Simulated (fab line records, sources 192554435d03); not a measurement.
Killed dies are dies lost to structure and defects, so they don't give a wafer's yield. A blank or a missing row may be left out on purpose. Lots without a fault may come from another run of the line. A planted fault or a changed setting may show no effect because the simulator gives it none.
fab line records | flow n5_finfet
record lots=6 wafers=18 last_day=18
route steps=1938 shown PMOS_HMC_CHANNEL_EPI@66
lots that met no fault: from a run of the same line without faults
start_h: hours from the record's first day to the start of the lot's first wafer shown | wait_h: hours since the lot's step before | " the same as in the row above | L1.1+2: a row that stands for several wafers | - no value, or no start given | * or withheld: withheld | < > ~ a bound
route shown NAME@n: a module of which the file shows steps, and the number in the route of the first | usual: mean/standard deviation of fault-free wafers | same: alike in all rows | chamber/n: place in a boat | sites: the reading at each site | _std_site: their standard deviation | _edge_site: outer sites' mean less inner sites' | radius_mm: how far each site lies from the wafer's centre | mask NAME#n: copy n | behind: the tool/chamber that last shaped the wafer | hold: why the lot was held/for how many hours/how that ended | device: the transistor (n, p or np) that didn't switch | end of line: the same wafers' tests at the end of the route | a step without rows: its recipe alone | killed: dies lost to structure and defects at the first sort, not the wafer's yield | map: a wafer's dies, x killed, . not, _ none there
set.NAME: the setting as run; set.NAME@STEP: as run at that earlier step | model.NAME: the simulator's own value behind a step, which no gauge read
lots at some steps of the route; a table a step, a row a wafer
services: from which hour (start_h, from the record's first day; less than 0 if before it) a tool's chamber was out of use, for how many hours, and why
## steps
# step N5_PMOS_HMC_CHANNEL_EPI_OVL_MEAS_10
# recipe points_per_wafer=44
# usual PMOS_HMC_BLK_OVL=0.0/0.74
# columns lot.wafer tool chamber start_h wait_h PMOS_HMC_BLK_OVL[nm]
L288.1 overlay-02 0 23.54 0.0 -0.6
L288.2 " 0 " " 0.1
L288.5 " 0 " " 0.3
L297.1 overlay-01 0 77.76 0.0 0.4
L297.3 " 0 " " 0.7
L297.4 " 0 " " 0.4
L301.4 overlay-02 0 101.71 0.0 0.7
L301.5 " 0 " " -0.7
L301.6 " 0 " " -1.0
L304.2 overlay-01 0 119.42 0.0 -0.4
L304.3 " 0 " " -0.5
L304.6 " 0 " " -0.1
L306.3 overlay-02 0 132.42 0.0 -0.1
L306.4 " 0 " " 0.0
L306.5 " 0 " " -0.3
L310.1 overlay-02 0 155.30 0.0 0.3
L310.4 " 0 " " -0.8
L310.5 " 0 " " -0.5
# step N5_PMOS_HMC_CHANNEL_EPI_INSPECT_11
# recipe mode=adi inspect_instrument=macro
# usual raw_defect_count=2.2/1.4
# columns lot.wafer tool chamber start_h wait_h raw_defect_count
L288.1 defect_inspect-01 - 23.57 0.0 1
L288.2 " - " " 5
L288.5 " - " " 1
L297.1 defect_inspect-02 - 77.78 0.0 2
L297.3 " - " " 1
L297.4 " - " " 1
L301.4 defect_inspect-01 - 101.73 0.0 1
L301.5 " - " " 2
L301.6 " - " " 1
L304.2 defect_inspect-02 - 119.45 0.0 2
L304.3 " - " " 3
L304.6 " - " " 6
L306.3 defect_inspect-01 - 132.45 0.0 3
L306.4 " - " " 2
L306.5 " - " " 4
L310.1 defect_inspect-01 - 155.32 0.0 3
L310.4 " - " " 1
L310.5 " - " " 2
# step N5_PMOS_HMC_CHANNEL_EPI_DESCUM_14
# recipe chemistry=O2 time_s=7.9 source_power_w=50 bias_power_w=20 pressure_mtorr=20 rf_frequency_hz=2.712e+07 temp_c=40 resist=CAR-ArF-block o2_flow_sccm=225
# step N5_PMOS_HMC_CHANNEL_EPI_ETCH_32
# recipe chemistry=N2/H2 target=BARC stop_on=SiO2 target_depth_a=858 over_etch_frac=0.3 time_s=50.3 ion_energy_ev=200 mask_material=CAR-ArF-block pressure_mtorr=30 source_w=840 bias_w=150 n2_flow_sccm=200 h2_flow_sccm=200
# usual drypump_motor_current_A=5.66/0.29 n2_flow_sccm=199.9/0.6 oes_product_au=0.62/0.043 rf_vpp_V=523.7/2.4 showerhead_plenum_p_Torr=2.55/0.084 throttle_valve_pct=17.96/0.22
# columns lot.wafer tool chamber start_h wait_h drypump_motor_current_A n2_flow_sccm oes_product_au rf_hours_counter_h rf_vpp_V showerhead_plenum_p_Torr throttle_valve_pct
L288.1 rie_diel-02 2 23.64 0.0 5.70 200.3 0.61 193 526.3 2.64 18.00
L288.2 " 3 " " 5.45 200.6 0.60 210 522.6 2.51 18.15
L288.5 " 1 " " 5.84 199.7 0.61 - 526.6 2.65 17.84
L297.1 rie_diel-02 2 77.90 0.0 5.66 199.5 0.60 210 526.3 2.64 18.05
L297.3 " 3 " " 5.46 198.5 0.59 227 523.2 2.51 18.20
L297.4 " 0 " " 5.30 198.9 0.64 157 520.8 2.44 17.90
L301.4 rie_diel-05 1 101.80 0.0 5.13 199.9 0.78 14 524.9 2.60 17.59
L301.5 " 0 " " 5.35 199.3 0.65 - 525.1 2.53 17.67
L301.6 " 1 " " 5.12 200.0 0.77 - 524.2 2.60 17.60
L304.2 rie_diel-02 1 119.51 0.0 5.85 198.9 0.59 214 525.8 2.64 17.90
L304.3 " 0 " " 5.33 200.6 0.63 169 521.2 2.44 17.94
L304.6 " 3 " " 5.46 200.5 0.58 - 523.0 2.50 18.21
L306.3 rie_diel-02 3 132.65 0.0 5.51 199.7 0.58 242 522.3 2.50 18.22
L306.4 " 0 " " 5.32 199.3 0.63 172 520.9 2.44 17.93
L306.5 " 2 " " 5.70 200.0 0.58 - 526.4 2.63 18.08
L310.1 rie_diel-04 0 155.95 0.0 5.71 200.3 0.63 178 523.8 2.52 18.10
L310.4 " 1 " " 5.94 200.0 0.63 163 526.4 2.66 17.90
L310.5 " 1 " " 5.95 199.6 0.62 - 526.3 2.66 17.91
# step N5_PMOS_HMC_CHANNEL_EPI_HM_OPEN_15
# recipe chemistry=CHF3/O2 target=SiO2 mask_material=CAR-ArF-block target_depth_a=406 CHF3_flow_sccm=50 O2_flow_sccm=5 Ar_flow_sccm=200 time_s=20.3 pressure_mtorr=30 source_w=650 bias_w=170 ion_energy_ev=200
# usual drypump_motor_current_A=5.66/0.29 oes_product_au=0.72/0.053 rf_vpp_V=527/4.6 showerhead_plenum_p_Torr=2.41/0.08 throttle_valve_pct=18.96/0.2
# columns lot.wafer tool chamber start_h wait_h drypump_motor_current_A oes_product_au rf_hours_counter_h rf_vpp_V showerhead_plenum_p_Torr throttle_valve_pct
L288.1 rie_diel-02 2 23.68 0.0 5.68 0.71 193 529 2.50 18.92
L288.2 " 3 " " 5.44 0.70 210 527 2.38 19.21
L288.5 " 1 " " 5.79 0.69 - 525 2.50 18.85
L297.1 rie_diel-02 2 77.94 0.0 5.64 0.70 210 530 2.49 18.94
L297.3 " 3 " " 5.47 0.68 227 526 2.38 19.22
L297.4 " 0 " " 5.30 0.74 157 529 2.29 18.83
L301.4 rie_diel-05 1 101.84 0.0 5.08 0.92 14 524 2.46 18.63
L301.5 " 0 " " 5.34 0.75 - 533 2.41 18.82
L301.6 " 1 " " 5.13 0.91 - 524 2.46 18.63
L304.2 rie_diel-02 1 119.56 0.0 5.87 0.68 214 524 2.49 18.91
L304.3 " 0 " " 5.31 0.72 169 530 2.29 18.86
L304.6 " 3 " " 5.46 0.67 - 526 2.37 19.26
L306.3 rie_diel-02 3 132.69 0.0 5.47 0.67 242 526 2.37 19.25
L306.4 " 0 " " 5.29 0.73 172 527 2.29 18.87
L306.5 " 2 " " 5.66 0.69 - 530 2.48 18.97
L310.1 rie_diel-04 0 155.99 0.0 5.70 0.72 178 532 2.40 19.30
L310.4 " 1 " " 5.92 0.72 163 530 2.50 18.82
L310.5 " 1 " " 5.91 0.73 - 531 2.50 18.82
# step N5_PMOS_HMC_CHANNEL_EPI_STRIP_33
# recipe chemistry=N2/H2 power_w=500 temp_c=40 pressure_mtorr=50 rf_frequency_hz=6e+07 overash_fraction=0.3 bias_power_w=8 h2_frac=0.5 n2_flow_sccm=300 h2_flow_sccm=300
# usual drypump_motor_current_A=5.66/0.29 n2_flow_sccm=300.1/0.91 oes_product_au=0.73/0.052 rf_vpp_V=54.2/1.5 showerhead_plenum_p_Torr=3.36/0.11 throttle_valve_pct=18.97/0.29
# columns lot.wafer tool chamber start_h wait_h drypump_motor_current_A n2_flow_sccm oes_product_au rf_hours_counter_h rf_vpp_V showerhead_plenum_p_Torr throttle_valve_pct
L288.1 rie_diel-02 2 23.73 0.0 5.69 300.7 0.72 193 56.2 3.49 19.35
L288.2 " 3 " " 5.47 299.6 0.69 210 55.9 3.32 19.18
L288.5 " 1 " " 5.85 299.9 0.71 - 53.6 3.49 18.74
L297.1 rie_diel-02 2 78.00 0.0 5.69 299.9 0.69 210 52.0 3.48 19.34
L297.3 " 3 " " 5.49 300.2 0.68 227 53.9 3.31 19.21
L297.4 " 0 " " 5.29 299.5 0.74 157 53.5 3.23 18.79
L301.4 rie_diel-05 1 101.90 0.0 5.09 300.8 0.90 14 54.1 3.43 18.67
L301.5 " 0 " " 5.34 299.9 0.75 - 56.7 3.34 18.55
L301.6 " 1 " " 5.11 301.6 0.90 - 54.7 3.43 18.70
L304.2 rie_diel-02 1 119.61 0.0 5.81 301.6 0.69 214 52.6 3.48 18.81
L304.3 " 0 " " 5.30 301.0 0.73 169 55.1 3.23 18.81
L304.6 " 3 " " 5.47 301.4 0.67 - 52.9 3.31 19.22
L306.3 rie_diel-02 3 132.74 0.0 5.49 299.5 0.66 242 54.3 3.30 19.22
L306.4 " 0 " " 5.30 301.9 0.73 172 54.4 3.23 18.78
L306.5 " 2 " " 5.71 299.2 0.68 - 55.0 3.47 19.41
L310.1 rie_diel-04 0 156.05 0.0 5.68 300.5 0.73 178 55.1 3.33 18.90
L310.4 " 1 " " 5.94 299.0 0.74 163 51.4 3.51 18.97
L310.5 " 1 " " 5.95 299.5 0.74 - 53.4 3.51 18.97
# step N5_PMOS_HMC_CHANNEL_EPI_STRIP_17
# recipe chemistry=SPM time_s=750 temp_c=130 h2so4_h2o2_vol_ratio=4 dry=ipa_marangoni
# step N5_PMOS_HMC_CHANNEL_EPI_ETCH_38
# recipe chemistry=CF4 target=SiO2 target_depth_a=15 ion_energy_ev=350 pressure_mtorr=10 icp_w=800 bias_w=400 cf4_flow_sccm=80
# step N5_PMOS_HMC_CHANNEL_EPI_FIN_RECESS_16
# recipe chemistry=HBr/Cl2 target=Si mask_material=SiO2 target_depth_a=540 time_s=18 pressure_mtorr=10 icp_w=800 bias_w=75 HBr_flow_sccm=150 Cl2_flow_sccm=80
# usual drypump_motor_current_A=5.7/0.47 he_backside_leak_sccm=2.63/0.26 mfc_cl2_sccm=80.03/0.21 oes_product_au=1.004/0.018 throttle_valve_pct=35.41/0.3
# columns lot.wafer tool chamber start_h wait_h drypump_motor_current_A he_backside_leak_sccm mfc_cl2_sccm oes_product_au rf_hours_counter_h throttle_valve_pct
L288.1 rie_si-02 3 24.06 0.0 6.4 2.62 80.00 1.016 158 35.60
L288.2 " 1 " " 5.3 2.35 80.27 1.028 50 35.26
L288.5 " 0 " " 5.3 2.79 80.20 1.019 - 35.28
L297.1 rie_si-06 2 78.32 0.0 5.0 2.86 80.23 0.989 115 35.48
L297.3 " 3 " " 5.4 2.39 79.86 0.988 77 35.41
L297.4 " 1 " " 5.7 2.13 80.01 0.962 4 35.95
L301.4 rie_si-02 0 102.22 0.0 5.3 2.71 80.31 1.021 34 35.29
L301.5 " 1 " " 5.3 2.39 79.88 1.029 - 35.26
L301.6 " 0 " " 5.3 2.82 80.32 1.016 - 35.26
L304.2 rie_si-01 0 119.93 0.0 5.8 3.16 79.88 1.019 107 35.21
L304.3 " 3 " " 5.7 2.96 79.98 0.989 140 35.70
L304.6 " 3 " " 5.7 3.05 79.80 0.987 - 35.71
L306.3 rie_si-02 3 133.07 0.0 6.4 2.56 79.76 1.015 159 35.61
L306.4 " 2 " " 6.4 2.71 80.20 1.004 11 35.57
L306.5 " 3 " " 6.4 2.50 80.07 1.021 - 35.61
L310.1 rie_si-06 3 156.37 0.0 5.5 2.36 79.87 0.985 78 35.41
L310.4 " 1 " " 5.7 2.28 80.10 0.965 5 35.94
L310.5 " 1 " " 5.7 2.24 79.87 0.980 - 35.97
# step N5_PMOS_HMC_CHANNEL_EPI_PRECLEAN_36
# recipe chemistry=O3/DIW time_s=45 temp_c=22 o3_ppm=10
# step N5_PMOS_HMC_CHANNEL_EPI_PRECLEAN_18
# recipe chemistry=DHF time_s=30 temp_c=25 dilution=withheld
# step N5_PMOS_HMC_CHANNEL_EPI_SRD_19
# recipe dry=ipa_marangoni do_ppb=5 time_s=30 temp_c=23 rinse_liquid=diw
# step N5_PMOS_HMC_CHANNEL_EPI_EPI_20
# recipe material=SiGe30 mask_material=SiO2 pressure_torr=20 target_thk_a=590 temp_c=600
# columns lot.wafer tool chamber start_h wait_h
L288.1+2+5 epi_rpcvd-04 0 24.23 0.0
L297.1+3+4 epi_rpcvd-01 0 78.49 0.0
L301.4+5+6 epi_rpcvd-01 0 103.20 0.8
L304.2+3+6 epi_rpcvd-03 0 120.50 0.4
L306.3+4+5 epi_rpcvd-04 0 133.64 0.4
L310.1+4+5 epi_rpcvd-04 0 156.54 0.0
# step N5_PMOS_HMC_CHANNEL_EPI_HM_STRIP_35
# recipe chemistry=dHF temp_c=25 material=SiO2 target=SiO2 target_depth_a=396 time_s=216
# step N5_PMOS_HMC_CHANNEL_EPI_SRD_39
# recipe dry=ipa_marangoni time_s=30 temp_c=23 rinse_liquid=diw
# step N5_PMOS_HMC_CHANNEL_EPI_CMP_21
# recipe material=SiGe30 post_cmp_clean=alkaline_brush target_thk_nm=54
# usual motor_current_A=12.1/1.5 retaining_ring_pressure_frac=1.000/0.0054 slurry_flow_ml_min=150.0/0.46
# columns lot.wafer tool chamber start_h wait_h motor_current_A retaining_ring_pressure_frac slurry_flow_ml_min
L288.1 cmp-03 0 25.56 0.0 13.5 0.989 150.0
L288.2 " 1 " " 14.0 0.999 149.4
L288.5 " 0 " " 14.8 0.994 150.4
L297.4 cmp-04 1 80.23 0.0 12.5 0.998 150.6
L297.3 " 2 " " 10.6 1.004 150.0
L297.1 " 0 " " 9.9 1.002 149.5
L301.4 cmp-03 1 104.21 0.1 13.6 0.996 150.0
L301.5 " 3 " " 10.7 1.003 150.2
L301.6 " 0 " " 13.5 1.005 150.5
L304.2 cmp-01 3 122.49 0.0 10.6 1.006 150.1
L304.3 " 2 " " 11.3 1.003 149.2
L304.6 " 3 " " 10.8 0.997 149.6
L306.3 cmp-04 2 134.61 0.1 10.9 0.993 149.6
L306.4 " 0 " " 9.7 1.002 149.6
L306.5 " 2 " " 11.0 0.988 149.5
L310.4 cmp-04 2 157.92 0.1 10.3 0.993 149.8
L310.1 " 0 " " 10.0 1.009 149.7
L310.5 " 2 " " 11.4 0.989 149.8
# step N5_PMOS_HMC_CHANNEL_EPI_THK_MEAS_22
# recipe reads=SiGe30_of_PMOS_HMC_CHANNEL_EPI_EPI_20
# usual HMC_CMP_THK=54.3/0.73
# columns lot.wafer tool chamber start_h wait_h HMC_CMP_THK[nm]
L288.1 film_metro-01 - 25.86 - 54.0
L288.2 " - " " 54.9
L288.5 " - " " 55.8
L297.1 film_metro-01 - 80.52 - 40.2
L297.3 " - " " 40.8
L297.4 " - " " 40.5
L301.4 film_metro-02 - 104.43 - 42.3
L301.5 " - " " 42.5
L301.6 " - " " 43.0
L304.2 film_metro-02 - 122.79 - 54.8
L304.3 " - " " 54.5
L304.6 " - " " 54.2
L306.3 film_metro-01 - 134.87 - 53.2
L306.4 " - " " 53.8
L306.5 " - " " 53.6
L310.1 film_metro-02 - 158.17 - 53.8
L310.4 " - " " 53.5
L310.5 " - " " 53.9
# step N5_PMOS_HMC_CHANNEL_EPI_PRECLEAN_40
# recipe chemistry=DHF time_s=30 temp_c=25 dilution=withheld
## services
# columns tool chamber start_h hours kind
rie_diel-02 - 2.62 2.6 repair
rie_si-06 - 6.68 15.6 pm
cmp-01 - 8.16 4.0 pm
rie_diel-02 0 9.42 19.9 repair
cmp-01 - 13.67 1.3 repair
epi_rpcvd-03 - 17.10 1.0 repair
rie_si-02 3 27.22 3.3 repair
epi_rpcvd-01 - 30.70 1.6 repair
rie_si-02 0 45.54 1.7 repair
cmp-03 - 84.56 3.3 repair
cmp-01 - 91.85 1.7 repair
rie_si-01 2 92.28 4.2 repair
rie_si-01 0 99.71 3.0 repair
cmp-03 - 112.80 4.6 pm
rie_diel-05 2 115.35 6.4 repair
rie_si-06 - 116.06 28.1 pm
cmp-04 - 116.23 0.2 repair
rie_si-01 1 119.62 22.1 repair
rie_si-01 2 121.47 5.6 repair
cmp-04 - 121.85 0.5 repair
rie_diel-04 3 129.24 4.7 repair
rie_diel-05 3 129.79 4.6 repair
cmp-01 - 152.68 1.9 repair
cmp-03 - 153.58 2.2 repair
## key
first_sign step=N5_PMOS_HMC_CHANNEL_EPI_THK_MEAS_22 reading=HMC_CMP_THK direction=down sigmas=18 usual=54.3 struck=41.6
effect none on later readings
met_at N5_PMOS_HMC_CHANNEL_EPI_EPI_20
struck_wafers L297.1,L297.3,L297.4,L301.4,L301.5,L301.6
tester_left_out L297,L301
baseline_loss step=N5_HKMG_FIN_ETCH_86 wafers=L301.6
fault kind=site_profile_drift tool=epi_rpcvd-01 chamber=- onset_h=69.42 steps=N5_PMOS_HMC_CHANNEL_EPI_EPI_20 basis=fraction max_abs_drift=0.49585 slope_share_per_hr=110.19 site_pattern=0,0,0,0,0,-1,-1,-1,-1
# tester_left_out: of these lots the tester's yield and bins aren't shown, on N5 and GAA mostly nor the transistor test; their killed dies are dies lost to structure and defects alone, not to doping, threshold or leakage, so they don't give the yield
# baseline_loss: these wafers lose ten dies or more at that step, a loss of the line's own and not of a fault; the sort's usual values leave them out
